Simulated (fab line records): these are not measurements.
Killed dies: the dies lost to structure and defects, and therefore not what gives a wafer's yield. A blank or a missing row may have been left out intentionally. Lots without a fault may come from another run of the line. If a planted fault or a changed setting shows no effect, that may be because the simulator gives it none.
A lot that was struck, set against a sound lot | flow nandHarc | 25 out of 1302 route steps
Sound: these wafers, L577.1, L577.2, L577.6. Struck: wafers L589.2, L589.3, L589.6. The cause is given at the end.
Order at every step that has rows: each side's tool, ch and its chambers, its first start. Under that, the readings that differ: sound wafers | struck wafers | difference of the means | sigmas: that difference in standard deviations of wafers without a fault.
alike: readings whose means differ by less than 2 such deviations, and words and numbers that are the same on both sides. not compared: withheld readings, readings that some wafer has no value for, bounds like >300 that may hide the same value, and numbers for which the record gives no deviation and whose values overlap.
The two part at a step that has a row with sigmas, a row that says differs or no value, or rows on one side only. Numbers that have no deviation but don't overlap get no sigmas and don't part them. Lack of a reading on every wafer of one side parts them only where that side has two or more wafers.

first, 9 steps without rows for these wafers: NHARC_A_ZERO_WELL_ETCH_13 (etches the open film in HBr/Cl2, target depth 120 nm, time 40.1 s); NHARC_A_ZERO_WELL_STRIP_14 (strips in SPM, time 900 s); NHARC_A_ZERO_WELL_IMPLANT_15; NHARC_A_ZERO_WELL_PRECLEAN_22 (cleans in SC1, time 60 s); NHARC_A_ZERO_WELL_SRD_23; NHARC_A_ZERO_WELL_RTA_16 (time 10 s); NHARC_A_SOURCE_PLATE_PRECLEAN_00 (cleans in HF-LAST, time 60 s); NHARC_A_SOURCE_PLATE_SRD_01; NHARC_A_SOURCE_PLATE_OXIDE_02 (material SiO2, target thk 10 nm, ox time 1362 s).
NHARC_A_SOURCE_PLATE_PVD_04: deposits WSi2, target thk 50 nm.
  sound on pvdSputter-02 at day 7 18:40; struck on pvdSputter-02 at day 13 07:53
then, 14 steps without rows for these wafers: NHARC_A_SOURCE_PLATE_CVD_03 (deposits poly-Si, target thk 200 nm, time 4000 s); NHARC_A_SOURCE_PLATE_ANNEAL_05 (time 1800 s); NHARC_A_ONON_D1_DEP_00 (target thk 1000 nm); NHARC_A_ONON_D1_DEP_03 (target thk 1000 nm); NHARC_A_ONON_D1_DEP_06 (target thk 1000 nm); NHARC_A_ONON_D1_DEP_09 (target thk 1000 nm); NHARC_A_ONON_D1_DEP_12 (target thk 1000 nm); NHARC_A_ONON_D1_ANNEAL_15 (time 3600 s); NHARC_A_ONON_D1_DEP_16 (target thk 1000 nm); NHARC_A_ONON_D1_DEP_19 (target thk 1000 nm); NHARC_A_ONON_D1_DEP_22 (target thk 1000 nm); NHARC_A_ONON_D1_DEP_25 (target thk 1000 nm); NHARC_A_ONON_D1_DEP_28 (target thk 1000 nm); NHARC_A_ONON_D1_DEP_33 (deposits SiO2, target thk 200 nm).
-- jump in the record: it breaks off in module A_ONON_D1 and resumes in module END (first step shown: number 1302 of the route), and 17 days separate the struck wafers' starts before and after --
NHARC_END_SORT_01:
  sound on prober-01 ch 0, day 25 11:52; struck on prober-01 ch 0, day 30 19:16
reading       | sound    | struck      | difference | sigmas
killedAtArray | 64 68 66 | 192 181 193 | +123       | +6
killedAtOther | 1 0 0    | 4 3 1       | +2         | +2
killedDies    | 67 70 69 | 196 186 196 | +124       | +7
  alike: killedAtPeriphery, killedOpen, killedShort

## WHERE THEY PART
Within this record, at NHARC_END_SORT_01 only.

WHY: what had been put in by the simulator
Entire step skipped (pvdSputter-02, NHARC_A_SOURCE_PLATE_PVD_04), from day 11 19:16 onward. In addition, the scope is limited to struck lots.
